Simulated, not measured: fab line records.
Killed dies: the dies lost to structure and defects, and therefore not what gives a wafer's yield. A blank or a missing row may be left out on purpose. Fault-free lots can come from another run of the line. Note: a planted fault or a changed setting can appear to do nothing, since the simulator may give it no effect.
Split-lot study	flow n5Finfet	route with 1938 steps; 7 lots, 21 wafers read

== ABOUT THE SPLIT ==
At N5_BEOL_M1_COAT_22 (resist thk 30 nm), the setting spinRpm was moved away from the recipe's 1500 rpm on 6 of the 21 wafers read, by -5.7% to +6.1%. The other wafers ran this setting at the recipe's value.

== FROM THE SPLIT TO THE READING: what the file shows between them, 4 steps ==
- N5_BEOL_M1_EBR_24
- N5_BEOL_M1_SOFTBAKE_23: time 60 s
- N5_BEOL_M1_EXPOSE_25: exposes mask V0, defocus 5 nm, target cd 24 nm
- N5_BEOL_M1_PEB_26: peb time 60 s

== THE READING ==
CAR-EUV_of_BEOL_M1_COAT_22.thkNm (the simulator's own value, which no gauge read), in nm, at N5_BEOL_M1_DEVELOP_27 (develop time 30 s). There is no usual value for it anywhere in the file. Here, 15 wafers ran the recipe; their average is 29.5 nm with a standard deviation of 0.1 nm.

wafer	tool, chamber at the split	spinRpm as run, rpm	against the recipe	CAR-EUV_of_BEOL_M1_COAT_22.thkNm, nm	against lot-mates on the recipe
L074.2	lithoTrack-04, 0	1544	+2.9%	29	-0.4
L074.6	lithoTrack-04, 0	1544	+2.9%	29	-0.4
L074.5	lithoTrack-04, 0	1500	recipe	29.4	-
L079.1	lithoTrack-03, 0	1414	-5.7%	30.4	+1.0
L079.2	lithoTrack-03, 0	1500	recipe	29.4	-
L079.6	lithoTrack-03, 0	1500	recipe	29.4	-
L080.1	lithoTrack-02, 0	1500	recipe	29.6	-
L080.4	lithoTrack-02, 0	1592	+6.1%	28.6	-0.9
L080.5	lithoTrack-02, 0	1500	recipe	29.4	-
L084.1	lithoTrack-02, 0	1561	+4.1%	28.8	-0.6
L084.3	lithoTrack-02, 0	1500	recipe	29.4	-
L084.6	lithoTrack-02, 0	1561	+4.1%	29	-0.4
L087.4	lithoTrack-04, 0	1500	recipe	29.6	-
L087.5	lithoTrack-04, 0	1500	recipe	29.6	-
L087.6	lithoTrack-04, 0	1500	recipe	29.4	-
L088.2	lithoTrack-04, 0	1500	recipe	29.4	-
L088.4	lithoTrack-04, 0	1500	recipe	29.6	-
L088.5	lithoTrack-04, 0	1500	recipe	29.6	-
L091.1	lithoTrack-02, 0	1500	recipe	29.6	-
L091.2	lithoTrack-02, 0	1500	recipe	29.6	-
L091.4	lithoTrack-02, 0	1500	recipe	29.4	-

THE FIT
A straight line over all 21 wafers: CAR-EUV_of_BEOL_M1_COAT_22.thkNm changes by -0.153 nm for each +1% of spinRpm; r = -0.97; the points scatter about the line by 0.097 nm.
The same after taking each lot's own level away (the mean of its wafers on the recipe; 21 wafers): -0.149 nm for each +1%; r = -0.97; scatter 0.091 nm.
Per that fit: largest spinRpm move, reading shift of 0.91 nm.
The lots' own levels span 29.40 to 29.53 nm, that is 1.3 times the standard deviation above.
Consequently the slope shifts little with the lot-to-lot level, the two slopes agreeing.
Check: -0.888 nm against its lot-mates is what the line predicts for one of the wafers moved furthest among these (+6.1%) when that wafer is left out of the fit. Against them it came out at -0.9 nm.

== THE OTHER SPLITS THESE WAFERS WENT THROUGH ==
Before the reading, these wafers also passed through other splits. Each is held against what the fit with the lots' levels taken away leaves over:
other split on the same wafers	wafers away from the commonest value	r with CAR-EUV_of_BEOL_M1_COAT_22.thkNm (lot level and that fit taken away)
N5_MOL_CONTACT_COAG_PECVD_31 tempC	10	+0.09
N5_MOL_CONTACT_COAG_ALD_133 aldCycles	8	-0.29
N5_MOL_CONTACT_COAG_VIA_ETCH_117 biasW	8	+0.27
N5_BEOL_M0_SAQP_COAT_34 spinRpm	5	+0.07
N5_BEOL_M1_COAT_67 spinRpm	9	+0.18

== THE WHOLE CHAIN: every reading that the file lists as answering this split, in the file's order ==
step	what it does	reading	change (the file's fit)	r (the file's)
N5_BEOL_M1_COAT_22	resist thk 30 nm	CAR-EUV_of_BEOL_M1_COAT_22.thkNm (the simulator's own value, which no gauge read)	-0.144 nm for each +1% of the setting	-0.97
N5_BEOL_M1_DEVELOP_27	develop time 30 s	CAR-EUV_of_BEOL_M1_COAT_22.thkNm (the simulator's own value, which no gauge read)	-0.151 nm for each +1% of the setting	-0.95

== FILE'S OWN FIT ==
CAR-EUV_of_BEOL_M1_COAT_22.thkNm changes by -0.151 nm for each +1% of spinRpm, r = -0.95.
